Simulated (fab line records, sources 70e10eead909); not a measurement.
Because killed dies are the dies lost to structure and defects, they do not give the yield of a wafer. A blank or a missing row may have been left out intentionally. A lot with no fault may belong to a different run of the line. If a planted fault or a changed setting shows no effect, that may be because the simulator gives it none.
Code-filled problem report in 8D (eight disciplines) form ; flow nand harc ; the parts of the form that need people (team, actions taken, sign-off) are left out

1. THE PROBLEM
At NHARC_THIN_TSV_ANNEAL_58, spike tc upper C averages 423.2 C over 5 wafers from 2 lots, while fault-free wafers read 399.9 C, standard deviation 0.94. Measured from the usual mean, that is +25 standard deviations.
The step: time 1800 s.
First observed at day 22 00:11: wafer L530.1, on furnace-06. At this step, 38 wafers from 13 lots have a number in the record. The rule behind "out" and "out of limits": a value lying over 4 standard deviations away from the usual mean. Any other wafer with a number is counted as sound.

2. WHAT IT IS AND WHAT IT IS NOT
question;is;is not
which readings at this step;spike tc upper C, spike tc bottom C, spike tc centre C, spike tc lower C, spike tc top C;zone power centre pct
which lots;L530, L533;L519, L520, L524, L525, L526, L527, L529, L535, L536, L537, L539
which wafers of those lots;all that have a number;-
read on which tools;furnace-06;furnace-01, furnace-07
when;from day 22 00:11;"up to then (18 sound wafers); but 15 sound wafers of L529, L535, L536, L537, L539 came after"

3. THE SUSPECTS, EACH WITH WHAT RULES IT OUT
Counting: any tool at a process step up to the reading is kept as a suspect provided that every lot that is out went through it and no sound lot did after the first of them.
- pvd sputter-01 at NHARC_THIN_TSV_DEGAS_49 (time 120 s): kept. It ran every lot that is out, first L530 (day 21 16:57), and no sound lot after that; its last sound lot up to then is L527 (day 21 12:23).
- furnace-06 at NHARC_THIN_TSV_ANNEAL_58 (time 1800 s): kept. It ran every lot that is out, first L530 (day 22 00:11), and no sound lot after that; its last sound lot up to then is L526 (day 21 19:53). Out on those wafers are its own readings of spike tc bottom C, spike tc centre C, spike tc lower C, spike tc top C, spike tc upper C.
Left after counting: pvd sputter-01 at NHARC_THIN_TSV_DEGAS_49, furnace-06 at NHARC_THIN_TSV_ANNEAL_58.

4. THE CAUSE (what the simulator had put in)
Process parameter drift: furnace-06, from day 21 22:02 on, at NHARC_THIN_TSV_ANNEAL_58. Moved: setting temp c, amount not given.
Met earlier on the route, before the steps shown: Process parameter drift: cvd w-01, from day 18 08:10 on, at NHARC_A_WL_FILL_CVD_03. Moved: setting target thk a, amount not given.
Counting left 2 suspects, and this tool is among them.

5. SEQUENCE OF EFFECTS, ordered by route
Rows list readings where the struck wafers' mean (over those with a number) sits beyond 3 standard deviations from the usual. Only readings for which the record gives a usual standard deviation are gone through. hours: the time from each lot's start at the first step in this table that gives one to its start at this step, as a median over the lots. sigmas: the change in usual standard deviations.
hours;step;reading;usual;on struck wafers;change;sigmas
0;NHARC_THIN_TSV_ANNEAL_58;spike tc bottom C;424.1 C;446.9;+22.8;+10
0;NHARC_THIN_TSV_ANNEAL_58;spike tc centre C;402.2 C;424.9;+22.7;+19
0;NHARC_THIN_TSV_ANNEAL_58;spike tc lower C;399.9 C;422.9;+23.0;+18
0;NHARC_THIN_TSV_ANNEAL_58;spike tc top C;427.8 C;448.3;+20.5;+13
0;NHARC_THIN_TSV_ANNEAL_58;spike tc upper C;399.9 C;423.2;+23.3;+25
The process steps in it:
- NHARC_THIN_TSV_ANNEAL_58: time 1800 s.
Later steps that measure or inspect, where all struck wafers having a row at the step show a number for every such reading and not one has moved that far: NHARC_END_SORT_01.

6. WHAT WOULD HAVE CAUGHT IT SOONER
In this record no reading fell out of limits until day 22 00:11, 2 hours after the fault had begun at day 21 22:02.
